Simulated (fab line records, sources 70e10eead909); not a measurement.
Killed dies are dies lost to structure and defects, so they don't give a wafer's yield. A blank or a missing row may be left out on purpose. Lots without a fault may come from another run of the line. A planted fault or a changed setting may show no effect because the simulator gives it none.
Which tool did it? | flow nand_harc | 22 lots, 66 wafers sampled, at 6 steps of a route of 1159

WHAT THE GAUGES READ, wafer by wafer
The record holds no reading of a measuring or inspecting step that can be judged against a usual standard deviation.

WHICH TOOL RAN EACH LOT (tool, then ch and the chambers of the sampled wafers, then the start)
lot  | NHARC_P_GATE_DESCUM_93             | NHARC_P_CONTACT_STRIP_28           | NHARC_P_CONTACT_ALD_22              | NHARC_P_M0_STRIP_18                | NHARC_P_M0_PRE_CLEAN_31         | NHARC_P_M2_STRIP_18
L075 | rie_diel-02 ch 0,1,2, day 5 18:10  | rie_diel-11 ch 1,2, day 6 00:06    | ald_metal-01 ch 1,2, day 6 00:59    | rie_diel-06 ch 1,2, day 6 07:03    | pecvd-02 ch 0,1, day 6 09:26    | rie_diel-09 ch 0,3, day 6 15:38
L074 | rie_diel-05 ch 1,3, day 5 18:43    | rie_diel-11 ch 0,1,3, day 6 00:25  | ald_metal-03 ch 1,3, day 6 01:19    | rie_diel-06 ch 0,1, day 6 07:38    | pecvd-04 ch 0,2, day 6 09:51    | rie_diel-09 ch 0,1,2, day 6 16:18
L076 | rie_diel-05 ch 0,1,2, day 5 18:58  | rie_diel-01 ch 0,2, day 6 00:49    | ald_metal-04 ch 0,1,3, day 6 01:41  | rie_diel-06 ch 0,2,3, day 6 08:31  | pecvd-03 ch 0,2, day 6 10:44    | rie_diel-09 ch 0,1, day 6 16:50
L077 | rie_diel-04 ch 0,1,3, day 6 00:57  | rie_diel-11 ch 0,2,3, day 6 06:46  | ald_metal-04 ch 0,1,3, day 6 07:39  | rie_diel-13 ch 0,1,3, day 6 14:56  | pecvd-03 ch 0,2, day 6 17:08    | rie_diel-09 ch 0,1,3, day 6 23:08
L078 | rie_diel-05 ch 1,2,3, day 6 13:56  | rie_diel-11 ch 0,1,3, day 6 19:37  | ald_metal-03 ch 0,2,3, day 6 20:31  | rie_diel-06 ch 1,2,3, day 7 02:46  | pecvd-02 ch 0,1,2, day 7 05:12  | rie_diel-09 ch 0,1,2, day 7 11:19
L079 | rie_diel-04 ch 0,2,3, day 6 22:50  | rie_diel-01 ch 1,2,3, day 7 04:40  | ald_metal-04 ch 0,1,3, day 7 05:36  | rie_diel-06 ch 0,2, day 7 08:20    | pecvd-04 ch 0,1,2, day 7 10:43  | rie_diel-09 ch 0,2, day 7 16:38
L080 | rie_diel-05 ch 0,2, day 7 01:27    | rie_diel-01 ch 1,2, day 7 07:23    | ald_metal-01 ch 1,2,3, day 7 08:23  | rie_diel-07 ch 1,3, day 7 11:07    | pecvd-03 ch 0,1, day 7 13:19    | rie_diel-09 ch 0,1,2, day 7 19:35
L081 | rie_diel-02 ch 0,1,2, day 7 04:20  | rie_diel-11 ch 0,1,2, day 7 10:02  | ald_metal-03 ch 0,2, day 7 10:55    | rie_diel-07 ch 0,1, day 7 13:44    | pecvd-03 ch 0,1,2, day 7 15:58  | rie_diel-09 ch 0,3, day 7 22:03
L082 | rie_diel-05 ch 2,3, day 7 10:11    | rie_diel-01 ch 1,3, day 7 16:13    | ald_metal-04 ch 0,3, day 7 17:12    | rie_diel-07 ch 1,2,3, day 7 20:08  | pecvd-02 ch 1,2, day 7 22:29    | rie_diel-04 ch 0,2,3, day 8 04:34
L083 | rie_diel-04 ch 0,1,2, day 7 15:22  | rie_diel-12 ch 0,1,2, day 7 21:09  | ald_metal-01 ch 1,2,3, day 7 22:02  | rie_diel-13 ch 0,1,3, day 8 08:46  | pecvd-02 ch 0,1, day 8 10:57    | rie_diel-04 ch 0,2, day 8 16:55
L084 | rie_diel-02 ch 1,3, day 7 16:05    | rie_diel-11 ch 1,3, day 7 22:08    | ald_metal-03 ch 0,1,2, day 7 23:08  | rie_diel-06 ch 1,2,3, day 8 09:00  | pecvd-04 ch 0,1, day 8 11:10    | rie_diel-09 ch 0,1,3, day 8 17:25
L088 | rie_diel-04 ch 0,2,3, day 8 15:44  | rie_diel-01 ch 2,3, day 8 21:25    | ald_metal-01 ch 1,2, day 8 22:17    | rie_diel-07 ch 1,2,3, day 9 03:07  | pecvd-03 ch 0,1,2, day 9 05:19  | rie_diel-09 ch 0,2,3, day 9 11:34
L087 | rie_diel-04 ch 0,2, day 8 16:01    | rie_diel-01 ch 1,2, day 8 22:37    | ald_metal-01 ch 1,3, day 8 23:29    | rie_diel-06 ch 0,1, day 9 06:20    | pecvd-03 ch 1,2, day 9 08:35    | rie_diel-09 ch 0,3, day 9 14:40
L085 | rie_diel-02 ch 1,3, day 8 17:01    | rie_diel-01 ch 0,1,2, day 9 00:11  | ald_metal-04 ch 0,1,3, day 9 01:07  | rie_diel-07 ch 0,1, day 9 06:50    | pecvd-03 ch 0,1,2, day 9 09:23  | rie_diel-09 ch 2,3, day 9 15:15
L090 | rie_diel-02 ch 2,3, day 9 05:35    | rie_diel-11 ch 0,1,2, day 9 11:49  | ald_metal-03 ch 0,1,2, day 9 12:46  | rie_diel-06 ch 0,1,3, day 9 21:43  | pecvd-04 ch 0,1, day 9 23:54    | rie_diel-04 ch 0,1, day 10 05:57
L089 | rie_diel-04 ch 0,1,3, day 9 07:40  | rie_diel-11 ch 0,1,3, day 9 13:29  | ald_metal-01 ch 0,1,2, day 9 14:23  | rie_diel-06 ch 0,1,3, day 9 22:16  | pecvd-03 ch 0,1,2, day 10 00:49 | rie_diel-09 ch 0,1,3, day 10 06:46
L094 | rie_diel-05 ch 0,1,3, day 10 01:34 | rie_diel-01 ch 0,1, day 10 07:14   | ald_metal-01 ch 1,2,3, day 10 08:13 | rie_diel-13 ch 2,3, day 10 12:54   | pecvd-02 ch 0,2, day 10 15:04   | rie_diel-04 ch 1,3, day 10 21:19
L092 | rie_diel-04 ch 1,2,3, day 10 02:21 | rie_diel-11 ch 0,1,2, day 10 08:26 | ald_metal-03 ch 0,1,3, day 10 09:25 | rie_diel-13 ch 0,1,3, day 10 13:28 | pecvd-02 ch 0,2, day 10 15:40   | rie_diel-02 ch 0,1,2, day 10 21:52
L093 | rie_diel-04 ch 0,1, day 10 05:43   | rie_diel-11 ch 0,1,3, day 10 11:46 | ald_metal-03 ch 0,2,3, day 10 12:39 | rie_diel-06 ch 0,2,3, day 10 15:17 | pecvd-02 ch 0,1,2, day 10 17:23 | rie_diel-09 ch 1,2, day 10 23:29
L095 | rie_diel-05 ch 0,1,3, day 10 15:38 | rie_diel-01 ch 1,2,3, day 10 21:10 | ald_metal-04 ch 1,2,3, day 10 22:12 | rie_diel-07 ch 0,1,2, day 11 04:42 | pecvd-02 ch 0,1, day 11 06:52   | rie_diel-04 ch 0,1,2, day 11 12:59
L097 | rie_diel-04 ch 0,2,3, day 10 19:19 | rie_diel-01 ch 0,1,2, day 11 00:59 | ald_metal-01 ch 2,3, day 11 01:52   | rie_diel-07 ch 0,1,2, day 11 07:56 | pecvd-04 ch 0,1, day 11 10:07   | rie_diel-04 ch 0,1,2, day 11 16:04
L096 | rie_diel-05 ch 0,2,3, day 10 21:21 | rie_diel-01 ch 0,1,2, day 11 03:01 | ald_metal-01 ch 2,3, day 11 03:53   | rie_diel-13 ch 1,2, day 11 12:50   | pecvd-04 ch 0,1, day 11 15:01   | rie_diel-02 ch 0,1, day 11 21:06
- NHARC_P_GATE_DESCUM_93: chemistry O2, time 3 s.
- NHARC_P_CONTACT_STRIP_28: strips in O2.
- NHARC_P_CONTACT_ALD_22: deposits TiN, target thk 3 nm, pulse time 1 s, ald cycles 150.
- NHARC_P_M0_STRIP_18: strips in N2/H2.
- NHARC_P_M0_PRE_CLEAN_31: time 12 s.
- NHARC_P_M2_STRIP_18: strips in N2/H2.

WHAT THE TOOLS THEMSELVES READ (means of the sampled wafers that have a number; where no wafer has one, the mark that the record gives instead)
NHARC_P_GATE_DESCUM_93. Usual: drypump_motor_current_A 5.8 A, standard deviation 0.55; oes_product_au 1.001 a.u., standard deviation 0.0076; rf_vpp_V 57.8 V, standard deviation 0.98; showerhead_plenum_p_Torr 1.91 Torr, standard deviation 0.08; throttle_valve_pct 11.310 %, standard deviation 0.0093.
lot  | tool        | drypump_motor_current_A (A) | oes_product_au (a.u.) | rf_vpp_V (V) | showerhead_plenum_p_Torr (Torr) | throttle_valve_pct (%) | flag
L075 | rie_diel-02 | 5.7                         | 1.001                 | 57.5         | 1.84                            | 11.310                 |
L074 | rie_diel-05 | 6.4                         | 0.994                 | 58.0         | 1.93                            | 11.307                 |
L076 | rie_diel-05 | 6.0                         | 1.010                 | 58.5         | 1.98                            | 11.305                 |
L077 | rie_diel-04 | 5.5                         | 0.992                 | 56.7         | 1.86                            | 11.310                 |
L078 | rie_diel-05 | 6.2                         | 0.998                 | 58.3         | 1.96                            | 11.310                 |
L079 | rie_diel-04 | 5.5                         | 1.011                 | 57.9         | 1.92                            | 11.312                 |
L080 | rie_diel-05 | 5.9                         | 0.990                 | 58.3         | 1.98                            | 11.307                 |
L081 | rie_diel-02 | 5.8                         | 0.998                 | 57.1         | 1.84                            | 11.307                 |
L082 | rie_diel-05 | 6.3                         | 0.994                 | 58.2         | 1.99                            | 11.309                 |
L083 | rie_diel-04 | 5.6                         | 0.999                 | 58.3         | 1.93                            | 11.324                 |
L084 | rie_diel-02 | 6.3                         | 1.013                 | 57.2         | 1.80                            | 11.316                 |
L088 | rie_diel-04 | 5.5                         | 1.002                 | 58.6         | 1.92                            | 11.310                 |
L087 | rie_diel-04 | 5.6                         | 0.998                 | 57.4         | 1.99                            | 11.303                 |
L085 | rie_diel-02 | 6.3                         | 1.009                 | 58.7         | 1.80                            | 11.311                 |
L090 | rie_diel-02 | 5.7                         | 1.000                 | 58.1         | 1.87                            | 11.311                 |
L089 | rie_diel-04 | 5.5                         | 1.000                 | 57.9         | 1.86                            | 11.301                 |
L094 | rie_diel-05 | 6.1                         | 1.001                 | 56.7         | 1.93                            | 11.308                 |
L092 | rie_diel-04 | 5.2                         | 1.000                 | 58.5         | 1.88                            | 11.313                 |
L093 | rie_diel-04 | 5.7                         | 0.991                 | 57.2         | 1.86                            | 11.316                 |
L095 | rie_diel-05 | 6.1                         | 1.000                 | 57.5         | 1.93                            | 11.309                 |
L097 | rie_diel-04 | 5.5                         | 1.011                 | 58.0         | 1.91                            | 11.314                 |
L096 | rie_diel-05 | 6.2                         | 0.996                 | 56.9         | 1.96                            | 11.306                 |

NHARC_P_CONTACT_STRIP_28. Usual: drypump_motor_current_A 6.0 A, standard deviation 0.59; oes_product_au 0.997 a.u., standard deviation 0.0074; rf_vpp_V 57.9 V, standard deviation 0.83; showerhead_plenum_p_Torr 3.61 Torr, standard deviation 0.11; throttle_valve_pct 17.037 %, standard deviation 0.0092.
lot  | tool        | drypump_motor_current_A (A) | oes_product_au (a.u.) | rf_vpp_V (V) | showerhead_plenum_p_Torr (Torr) | throttle_valve_pct (%) | flag
L075 | rie_diel-11 | 6.2                         | 0.994                 | 57.6         | 3.67                            | 17.031                 |
L074 | rie_diel-11 | 6.1                         | 1.009                 | 57.0         | 3.48                            | 17.035                 |
L076 | rie_diel-01 | 6.0                         | 1.001                 | 58.5         | 3.66                            | 17.026                 |
L077 | rie_diel-11 | 5.9                         | 0.995                 | 58.2         | 3.53                            | 17.037                 |
L078 | rie_diel-11 | 6.1                         | 1.004                 | 58.2         | 3.48                            | 17.034                 |
L079 | rie_diel-01 | 5.8                         | 1.002                 | 58.3         | 3.68                            | 17.044                 |
L080 | rie_diel-01 | 5.5                         | 1.002                 | 57.6         | 3.71                            | 17.039                 |
L081 | rie_diel-11 | 6.4                         | 0.997                 | 57.9         | 3.57                            | 17.044                 |
L082 | rie_diel-01 | 6.2                         | 1.003                 | 58.2         | 3.67                            | 17.039                 |
L083 | rie_diel-12 | 5.8                         | 0.996                 | 58.6         | 3.55                            | 17.035                 |
L084 | rie_diel-11 | 5.8                         | 0.998                 | 57.6         | 3.50                            | 17.032                 |
L088 | rie_diel-01 | 6.1                         | 0.990                 | 57.9         | 3.64                            | 17.042                 |
L087 | rie_diel-01 | 5.6                         | 0.995                 | 58.0         | 3.71                            | 17.036                 |
L085 | rie_diel-01 | 5.8                         | 1.002                 | 57.4         | 3.69                            | 17.036                 |
L090 | rie_diel-11 | 6.3                         | 0.993                 | 57.7         | 3.57                            | 17.043                 |
L089 | rie_diel-11 | 6.1                         | 0.997                 | 57.4         | 3.48                            | 17.037                 |
L094 | rie_diel-01 | 6.3                         | 0.998                 | 57.4         | 3.65                            | 17.039                 |
L092 | rie_diel-11 | 6.3                         | 0.991                 | 58.0         | 3.56                            | 17.047                 |
L093 | rie_diel-11 | 6.1                         | 1.002                 | 56.9         | 3.48                            | 17.036                 |
L095 | rie_diel-01 | 5.8                         | 0.996                 | 59.1         | 3.67                            | 17.034                 |
L097 | rie_diel-01 | 5.8                         | 0.997                 | 58.0         | 3.68                            | 17.040                 |
L096 | rie_diel-01 | 5.7                         | 0.999                 | 58.9         | 3.68                            | 17.044                 |

NHARC_P_CONTACT_ALD_22. Usual: heater_power_w 1155 W, standard deviation 110; precursor_pulse_height_rel 0.998, standard deviation 0.019.
lot  | tool         | heater_power_w (W) | precursor_pulse_height_rel | flag
L075 | ald_metal-01 | 1171               | 0.984                      |
L074 | ald_metal-03 | 1051               | 1.004                      |
L076 | ald_metal-04 | 1149               | 1.014                      |
L077 | ald_metal-04 | 1139               | 0.993                      |
L078 | ald_metal-03 | 1112               | 1.004                      |
L079 | ald_metal-04 | 1165               | 1.010                      |
L080 | ald_metal-01 | 1105               | 1.009                      |
L081 | ald_metal-03 | 1136               | 0.994                      |
L082 | ald_metal-04 | 1229               | 1.007                      |
L083 | ald_metal-01 | 1110               | 1.001                      |
L084 | ald_metal-03 | 1107               | 0.997                      |
L088 | ald_metal-01 | 1157               | 1.008                      |
L087 | ald_metal-01 | 1094               | 0.985                      |
L085 | ald_metal-04 | 1176               | 1.014                      |
L090 | ald_metal-03 | 1113               | 0.988                      |
L089 | ald_metal-01 | 1235               | 0.999                      |
L094 | ald_metal-01 | 1122               | 0.987                      |
L092 | ald_metal-03 | 1100               | 1.003                      |
L093 | ald_metal-03 | 1146               | 0.986                      |
L095 | ald_metal-04 | 1100               | 1.000                      |
L097 | ald_metal-01 | 1074               | 1.010                      |
L096 | ald_metal-01 | 1115               | 1.001                      |

NHARC_P_M0_STRIP_18. Usual: drypump_motor_current_A 5.8 A, standard deviation 0.41; n2_flow_sccm 150.0 sccm, standard deviation 0.44; oes_product_au 1.000 a.u., standard deviation 0.0068; rf_vpp_V 90.6 V, standard deviation 1; showerhead_plenum_p_Torr 2.05 Torr, standard deviation 0.086; throttle_valve_pct 14.171 %, standard deviation 0.0093.
lot  | tool        | drypump_motor_current_A (A) | n2_flow_sccm (sccm) | oes_product_au (a.u.) | rf_vpp_V (V) | showerhead_plenum_p_Torr (Torr) | throttle_valve_pct (%) | flag
L075 | rie_diel-06 | 6.1                         | 149.9               | 0.995                 | 90.7         | 2.10                            | 14.168                 |
L074 | rie_diel-06 | 5.6                         | 149.9               | 0.992                 | 89.7         | 2.00                            | 14.176                 |
L076 | rie_diel-06 | 5.9                         | 150.0               | 0.991                 | 91.1         | 2.03                            | 14.181                 |
L077 | rie_diel-13 | 5.9                         | 150.1               | 1.002                 | 90.6         | 2.08                            | 14.166                 |
L078 | rie_diel-06 | 5.7                         | 149.4               | 1.007                 | 90.9         | 2.07                            | 14.180                 |
L079 | rie_diel-06 | 6.1                         | 149.6               | 0.991                 | 89.7         | 2.00                            | 14.171                 |
L080 | rie_diel-07 | 5.7                         | 149.9               | 1.009                 | 90.2         | 2.11                            | 14.165                 |
L081 | rie_diel-07 | 5.1                         | 149.5               | 1.009                 | 90.8         | 2.05                            | 14.177                 |
L082 | rie_diel-07 | 5.8                         | 149.6               | 1.009                 | 90.1         | 2.12                            | 14.165                 |
L083 | rie_diel-13 | 5.9                         | 150.1               | 1.006                 | 91.0         | 2.08                            | 14.168                 |
L084 | rie_diel-06 | 5.7                         | 150.3               | 0.999                 | 90.4         | 2.07                            | 14.173                 |
L088 | rie_diel-07 | 5.8                         | 150.4               | 1.001                 | 90.9         | 2.12                            | 14.171                 |
L087 | rie_diel-06 | 5.6                         | 150.0               | 0.995                 | 91.0         | 2.00                            | 14.168                 |
L085 | rie_diel-07 | 5.1                         | 150.2               | 1.004                 | 90.2         | 2.05                            | 14.170                 |
L090 | rie_diel-06 | 5.5                         | 150.0               | 0.997                 | 90.8         | 2.00                            | 14.165                 |
L089 | rie_diel-06 | 5.5                         | 149.8               | 0.995                 | 90.0         | 2.00                            | 14.168                 |
L094 | rie_diel-13 | 5.9                         | 149.7               | 1.004                 | 90.8         | 2.07                            | 14.169                 |
L092 | rie_diel-13 | 5.9                         | 149.9               | 1.003                 | 91.1         | 2.08                            | 14.166                 |
L093 | rie_diel-06 | 5.9                         | 149.6               | 1.000                 | 90.0         | 2.03                            | 14.167                 |
L095 | rie_diel-07 | 5.5                         | 149.9               | 0.999                 | 91.4         | 2.09                            | 14.163                 |
L097 | rie_diel-07 | 5.5                         | 149.9               | 0.996                 | 91.4         | 2.09                            | 14.166                 |
L096 | rie_diel-13 | 5.9                         | 149.9               | 1.005                 | 89.3         | 1.95                            | 14.174                 |

NHARC_P_M0_PRE_CLEAN_31. Usual: heater_power_w 661 W, standard deviation 75.
lot  | tool     | heater_power_w (W) | flag
L075 | pecvd-02 | 801                |
L074 | pecvd-04 | 610                |
L076 | pecvd-03 | 616                |
L077 | pecvd-03 | 655                |
L078 | pecvd-02 | 708                |
L079 | pecvd-04 | 651                |
L080 | pecvd-03 | 693                |
L081 | pecvd-03 | 670                |
L082 | pecvd-02 | 693                |
L083 | pecvd-02 | 697                |
L084 | pecvd-04 | 595                |
L088 | pecvd-03 | 665                |
L087 | pecvd-03 | 691                |
L085 | pecvd-03 | 633                |
L090 | pecvd-04 | 585                |
L089 | pecvd-03 | 630                |
L094 | pecvd-02 | 673                |
L092 | pecvd-02 | 683                |
L093 | pecvd-02 | 647                |
L095 | pecvd-02 | 730                |
L097 | pecvd-04 | 597                |
L096 | pecvd-04 | 586                |

NHARC_P_M2_STRIP_18. Usual: drypump_motor_current_A 5.6 A, standard deviation 0.38; n2_flow_sccm 150.1 sccm, standard deviation 0.48; oes_product_au 1.001 a.u., standard deviation 0.0077; rf_vpp_V 90.5 V, standard deviation 1.1; showerhead_plenum_p_Torr 2.00 Torr, standard deviation 0.09; throttle_valve_pct 14.173 %, standard deviation 0.0093.
lot  | tool        | drypump_motor_current_A (A) | n2_flow_sccm (sccm) | oes_product_au (a.u.) | rf_vpp_V (V) | showerhead_plenum_p_Torr (Torr) | throttle_valve_pct (%) | flag
L075 | rie_diel-09 | 5.6                         | 150.0               | 0.994                 | 90.7         | 1.93                            | 14.172                 |
L074 | rie_diel-09 | 5.8                         | 149.8               | 0.997                 | 90.8         | 2.03                            | 14.175                 |
L076 | rie_diel-09 | 5.8                         | 150.5               | 0.993                 | 90.7         | 2.05                            | 14.162                 |
L077 | rie_diel-09 | 5.7                         | 150.3               | 0.996                 | 90.8         | 2.02                            | 14.166                 |
L078 | rie_diel-09 | 5.8                         | 150.2               | 1.005                 | 89.9         | 2.03                            | 14.172                 |
L079 | rie_diel-09 | 5.7                         | 150.3               | 0.997                 | 89.6         | 1.97                            | 14.181                 |
L080 | rie_diel-09 | 5.8                         | 150.3               | 1.006                 | 91.0         | 2.03                            | 14.173                 |
L081 | rie_diel-09 | 5.6                         | 150.1               | 1.000                 | 89.6         | 1.93                            | 14.173                 |
L082 | rie_diel-04 | 5.5                         | 149.8               | 0.997                 | 90.2         | 2.05                            | 14.172                 |
L083 | rie_diel-04 | 5.6                         | 149.9               | 1.004                 | 91.5         | 2.12                            | 14.174                 |
L084 | rie_diel-09 | 5.7                         | 150.2               | 0.995                 | 90.7         | 2.02                            | 14.167                 |
L088 | rie_diel-09 | 5.6                         | 149.6               | 1.001                 | 90.0         | 1.95                            | 14.183                 |
L087 | rie_diel-09 | 5.7                         | 150.2               | 0.997                 | 90.1         | 1.97                            | 14.175                 |
L085 | rie_diel-09 | 5.6                         | 150.4               | 0.993                 | 90.6         | 1.93                            | 14.173                 |
L090 | rie_diel-04 | 6.0                         | 149.4               | 1.000                 | 91.0         | 2.02                            | 14.169                 |
L089 | rie_diel-09 | 5.7                         | 149.9               | 0.994                 | 90.4         | 2.01                            | 14.174                 |
L094 | rie_diel-04 | 5.0                         | 150.1               | 1.004                 | 89.7         | 1.92                            | 14.181                 |
L092 | rie_diel-02 | 5.8                         | 150.0               | 1.003                 | 89.6         | 1.95                            | 14.165                 |
L093 | rie_diel-09 | 5.7                         | 149.8               | 0.990                 | 90.0         | 2.01                            | 14.173                 |
L095 | rie_diel-04 | 5.6                         | 150.5               | 0.993                 | 90.0         | 2.05                            | 14.178                 |
L097 | rie_diel-04 | 5.7                         | 150.1               | 1.004                 | 90.5         | 2.05                            | 14.174                 |
L096 | rie_diel-02 | 6.1                         | 150.6               | 1.008                 | 89.1         | 1.91                            | 14.170                 |

THE ANSWER, worked out from the rows above alone
Rule: a lot is off if the mean of its wafers that have a number lies more than 3 standard deviations from the usual mean. A lot without any number at a reading at which 4 lots or more have one is off too. The other lots that the step has rows for count as sound. The gauges are gone through in route order, then the tools' own readings, and for those a lot's mean is taken as printed above. The first step at which some lot is off is used, and at that step the reading that is off furthest; a lot without a number counts as furthest.
No lot is off at any reading shown: from this, nothing can be told.

WHAT THE SIMULATOR HAD PUT IN
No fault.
